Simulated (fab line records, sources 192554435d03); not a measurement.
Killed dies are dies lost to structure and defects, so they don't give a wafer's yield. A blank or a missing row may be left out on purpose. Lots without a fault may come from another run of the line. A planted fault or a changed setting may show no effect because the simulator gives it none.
A struck lot beside a sound one | flow n5_finfet | 27 steps out of a route of 1938
Sound: wafers L210.3, L210.4, L210.5. Struck: wafer L224.2. (L224.4, L224.6 of the same lot were not struck and are left out.) The cause comes at the end.
At each step with rows: each side's tool, then ch and its chambers, then its first start. Under that, the readings that differ: sound wafers | struck wafers | difference of the means | sigmas: that difference in standard deviations of wafers without a fault.
alike: readings whose means differ by less than 2 such deviations, and words and numbers that are the same on both sides. not compared: withheld readings, readings that some wafer has no value for, bounds like >300 that may hide the same value, and numbers for which the record gives no deviation and whose values overlap.
The two part at a step that has a row with sigmas, a row that says differs or no value, or rows on one side only. Numbers that don't overlap but have no deviation are shown without sigmas and don't part them. A reading that every wafer of one side lacks parts them only if that side has two wafers or more.

first, 2 steps without rows for these wafers: N5_BEOL_M0_WET_ETCH_106 (etches SiO2 in DHF, target depth 130 nm, rinse time 30 s); N5_BEOL_M0_ETCH_128 (etches SiCN in CF4/N2, target depth 12 nm, overetch 5.1 nm, time 21.4 s).
N5_BEOL_M0_TRENCH_ETCH_107: etches SiOC in C4F6/O2, target depth 32.8 nm, time 16.4 s.
  sound on rie_diel-04 ch 1,3, day 5 19:23; struck on rie_diel-04 ch 2, day 9 13:02
  reading               | sound          | struck | difference | sigmas
  oes_product_au (a.u.) | 0.76 0.73 0.76 | 1.01   | +0.26      | +3
  alike: drypump_motor_current_A, rf_vpp_V, showerhead_plenum_p_Torr, throttle_valve_pct
  not compared: rf_hours_counter_h
N5_BEOL_M0_STRIP_142: strips in N2/H2, time 10 s.
  sound on rie_diel-04 ch 1,3, day 5 19:25; struck on rie_diel-04 ch 2, day 9 13:04
  reading                | sound          | struck | difference | sigmas
  oes_product_au (a.u.)  | 0.76 0.74 0.76 | 1.00   | +0.25      | +2
  throttle_valve_pct (%) | 23.8 23.4 23.8 | 22.9   | -0.8       | -2
  alike: bias_power_w, drypump_motor_current_A, rf_vpp_V, showerhead_plenum_p_Torr, temp_c
  not compared: rf_hours_counter_h
N5_BEOL_M0_OCD_MEAS_108:
  sound on ocd-01, day 5 19:30; struck on ocd-02, day 9 13:09
  alike: trench_depth_nm
then, 6 steps without rows for these wafers: N5_BEOL_M0_HM_STRIP_129 (strips TiN in peroxide tin strip, target depth 17 nm, time 108 s); N5_BEOL_M0_SRD_130 (time 30 s); N5_BEOL_M0_ETCH_109 (etches SiCN in CH3F/O2, target depth 8 nm, overetch 2.4 nm, time 27.4 s); N5_BEOL_M0_STRIP_139 (strips in post etch residue remover, time 60 s); N5_BEOL_M0_SRD_111 (time 30 s); N5_BEOL_M0_DEGAS_112 (time 60 s).
N5_BEOL_M0_PRE_CLEAN_113: time 30 s.
  sound on pvd_sputter-01, day 5 19:53; struck on pvd_sputter-02, day 9 14:33
  reading            | sound       | struck | difference | sigmas
  heater_power_w (W) | 335 341 348 | 399    | +58        | +3
N5_BEOL_M0_ALD_136: deposits TaN, pulse time 2 s, purge time 3 s, co reactant purge time 2 s.
  sound on ald_metal-03 ch 2,3, day 5 19:57; struck on ald_metal-01 ch 2, day 9 14:37
  reading    | sound    | struck | difference | sigmas
  ald_cycles | 30 30 30 | 14     | -16        |
  alike: heater_power_w, precursor_vessel_carrier_sccm
  not compared: model.TaN_of_BEOL_M0_ALD_136.thk_nm
then, 5 steps without rows for these wafers: N5_BEOL_M0_SURFACE_TREAT_137; N5_BEOL_M0_CVD_115 (deposits Co from CCTBA/H2, time 120 s); N5_BEOL_M0_SPUTTER_116 (material Cu, target thk 4 nm, time 7.37 s); N5_BEOL_M0_ANNEAL_117 (time 60 s); N5_BEOL_M0_SPUTTER_132 (material Cu, target thk 4 nm, time 7.37 s).
N5_BEOL_M0_ANNEAL_133: time 60 s.
  sound on pvd_sputter-02, day 5 21:28; struck on pvd_sputter-02, day 9 15:35
  alike: heater_power_w
then, 2 steps without rows for these wafers: N5_BEOL_M0_SPUTTER_134 (material Cu, target thk 4 nm, time 7.37 s); N5_BEOL_M0_ANNEAL_135 (time 60 s).
N5_BEOL_M0_SPUTTER_141: material Cu, target thk 4 nm, time 7.37 s.
  sound on pvd_sputter-02, day 5 21:37; struck on pvd_sputter-02, day 9 15:45
  alike: throttle_valve_pct
then, 2 steps without rows for these wafers: N5_BEOL_M0_ECD_118 (material Cu, target thk 300 nm); N5_BEOL_M0_ANNEAL_119 (time 90 s).
N5_BEOL_M0_CMP_120: polishes, stops on SiOC, t overpolish 6.9 s.
  sound on cmp-02 ch 0,1, day 5 22:07; struck on cmp-03 ch 2, day 9 16:19
  reading                      | sound          | struck | difference | sigmas
  barrier_field_endpoint_s (s) | 3.89 3.75 3.63 | 2.71   | -1.05      | -8
  alike: motor_current_A
-- the record jumps here: 3 days lie between the struck wafers' starts before and after (it left off in module BEOL_M0 and takes up again in module BEOL_M4, whose first step shown is number 1111 of the route) --
N5_BEOL_M4_RC_MEAS_101:
  sound on prober-01 ch 0, day 8 08:44; struck on prober-01 ch 0, day 12 23:31
  reading        | sound          | struck | difference | sigmas
  IOFF_P (nA/um) | 0.19 0.19 0.23 | 0.31   | +0.11      | +3
  ION_P (uA/um)  | 457 457 460    | 478    | +20        | +3
  VT_P (mV)      | -254 -256 -252 | -241   | +13        | +4
  alike: DIBL_N, DIBL_P, IOFF_N, ION_N, SS_N, SS_P, VT_N
then, 1 step without rows for these wafers: N5_PASSIVATION_PROBE_49.

WHERE THEY PART
First at N5_BEOL_M0_TRENCH_ETCH_107; last, within this record, at N5_BEOL_M4_RC_MEAS_101.

WHY: what the simulator had put in
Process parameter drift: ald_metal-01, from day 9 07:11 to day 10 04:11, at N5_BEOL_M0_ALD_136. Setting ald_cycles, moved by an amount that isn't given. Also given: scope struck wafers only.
